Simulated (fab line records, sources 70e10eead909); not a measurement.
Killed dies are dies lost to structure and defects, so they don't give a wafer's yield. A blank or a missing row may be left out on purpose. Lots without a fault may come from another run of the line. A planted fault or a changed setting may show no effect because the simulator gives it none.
Chamber matching | flow nand_harc | NHARC_A_CHANNEL_FILL_D2_ALD_14 on ald_hk-03: 4 sister chambers
The step deposits SiO2, target thk 2.5 nm, pulse time 10 s, ald cycles 25. 16 wafers are shown with their chamber, then 8 later ones without.

WAFERS WITH THEIR CHAMBER
wafer  | chamber | heater_power_w (W) | precursor_pulse_height_rel
L074.1 | 3       | 415                | 0.954
L074.2 | 0       | 477                | 0.991
L074.3 | 1       | 449                | 0.995
L077.2 | 3       | 418                | 1.002
L077.4 | 0       | 481                | 1.008
L077.6 | 2       | 475                | 0.978
L084.2 | 2       | 493                | 0.969
L084.3 | 0       | 469                | 1.009
L084.6 | 3       | 409                | 1.011
L087.1 | 0       | 477                | 0.964
L087.2 | 1       | 482                | 1.007
L087.4 | 2       | 477                | 1.005
L088.2 | 0       | 497                | 1.005
L088.4 | 2       | 479                | 1.014
L088.5 | 1       | 473                | 0.968
L091.2 | 3       | 415                | 0.984

SIGNATURES (means of the wafers above)
reading                    | chamber 0 | chamber 1 | chamber 2 | chamber 3 | scatter within a chamber
heater_power_w             | 480.20    | 468.00    | 481.00    | 414.25    | 10.2
precursor_pulse_height_rel | 0.99540   | 0.99000   | 0.99150   | 0.98775   | 0.0214
Rule: a wafer's distance from a chamber is the root of the sum, over the readings, of the square of ((its reading less the chamber's mean) divided by the reading's scatter). The wafer belongs to the nearest chamber; if the next one is less than 2 further off, it can't be placed. The scatter: the root of (the sum of the squares of (reading less its chamber's mean) over the shown wafers, divided by (wafers less chambers)).

WAFERS WITHOUT THEIR CHAMBER
wafer  | heater_power_w (W) | precursor_pulse_height_rel
L091.3 | 489                | 1.016
L091.4 | 492                | 0.985
L092.2 | 489                | 1.006
L092.3 | 485                | 0.962
L092.4 | 424                | 1.002
L097.2 | 495                | 0.997
L097.3 | 414                | 0.992
L097.4 | 484                | 0.953

WHICH CHAMBER EACH WENT THROUGH
wafer  | from the rows above          | in truth
L091.3 | can't be placed: 0 or 2 or 1 | 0
L091.4 | can't be placed: 2 or 0 or 1 | 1
L092.2 | can't be placed: 0 or 2 or 1 | 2
L092.3 | can't be placed: 2 or 0 or 1 | 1
L092.4 | 3                            | 3
L097.2 | can't be placed: 2 or 0 or 1 | 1
L097.3 | 3                            | 3
L097.4 | can't be placed: 2 or 0 or 1 | 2
Placed correctly: 2 of 8. Can't be placed from these rows: 6 (the true chamber is among the candidates in 6). Placed wrongly: 0.
